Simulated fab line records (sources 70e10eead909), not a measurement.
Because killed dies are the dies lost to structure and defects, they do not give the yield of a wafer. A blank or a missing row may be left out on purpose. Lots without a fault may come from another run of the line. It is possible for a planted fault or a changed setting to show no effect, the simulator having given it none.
Problem report in the 8D (eight disciplines) form, filled by code | flow nandHarc | the parts of the form that need people (team, actions taken, sign-off) are left out

1. THE ISSUE
Wafers without a fault read 630.6 s, standard deviation 0.55; runLengthS at NHARC_A_BLC_ETCH_17 reads a mean of 646.0 s on 4 wafers belonging to 3 lots. That is +28 standard deviations from the usual mean.
The step: etches the open film in N2/H2, target depth 390 nm, time 609.38 s.
Earliest sighting: wafer L871.4 on rieDiel-07 at day 25 03:14. The record holds 37 wafers of 13 lots with a number at this step. Rule for "out" (also "out of limits"): further than 4 standard deviations from the usual mean. All remaining wafers that have a number are taken as sound.

2. WHAT IT IS AND WHAT IT IS NOT
question                    | is                             | is not
which readings at this step | runLengthS                     | drypumpMotorCurrentA, rfVppV, showerheadPlenumPTorr, throttleValvePct
which lots                  | L870, L871, L873               | L867, L868, L869, L878, L879, L880, L881, L883, L884, L887
which wafers of those lots  | L870.1, L870.4, L871.4, L873.4 | L871.3, L871.6, L873.5
read on which tools         | rieDiel-07                     | rieDiel-10, rieDiel-13
when                        | from day 25 03:14              | up to then (11 sound wafers); but 22 sound wafers of L873, L878, L879, L880, L881, L883, L884, L887 came after

3. WHAT RULES OUT EACH SUSPECT
Counting: any tool at a process step up to the reading remains a suspect provided it ran every lot that is out. Sound lots after the first of them don't rule it out here, since some wafers of a struck lot are sound.
- rieDiel-07 at NHARC_A_BLC_DESCUM_15 (chemistry O2, time 3 s): kept. Every lot that is out went through it, the first being L871 (day 25 02:58); the last sound lot it ran before that was L869 (day 24 00:56).
- rieDiel-07 at NHARC_A_BLC_ETCH_17 (etches the open film in N2/H2, target depth 390 nm, time 609.38 s): kept. Every lot that is out went through it, the first being L871 (day 25 03:14); the last sound lot it ran before that was L869 (day 24 01:09). Its own runLengthS readings are out on those wafers.
Left after counting: rieDiel-07 at NHARC_A_BLC_DESCUM_15, rieDiel-07 at NHARC_A_BLC_ETCH_17.

4. THE CAUSE (what the simulator had put in)
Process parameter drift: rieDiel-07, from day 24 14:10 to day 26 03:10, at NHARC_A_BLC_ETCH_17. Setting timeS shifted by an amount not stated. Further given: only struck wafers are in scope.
Counting left 2 suspects, and this tool is among them.

5. THE CHAIN OF EFFECTS, in route order
Rows list readings where the struck wafers' mean (over those with a number) sits beyond 3 standard deviations from the usual. Only readings for which the record gives a usual standard deviation are gone through. hours: the time from each lot's start at the first step in this table that gives one to its start at this step, as a median over the lots. sigmas: the change in usual standard deviations.
hours | step                | reading    | usual   | on struck wafers | change | sigmas
0     | NHARC_A_BLC_ETCH_17 | runLengthS | 630.6 s | 646.0            | +15.4  | +28
Here are the process steps it includes:
- NHARC_A_BLC_ETCH_17: etches the open film in N2/H2, target depth 390 nm, time 609.38 s.
Later measuring or inspecting steps at which every struck wafer that the step has a row for has a number for every such reading, and none has moved that far: NHARC_END_SORT_01.

6. WHAT WOULD HAVE CAUGHT IT SOONER
First out-of-limits reading in this record: day 25 03:14, which is 13 hours after fault onset at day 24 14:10.
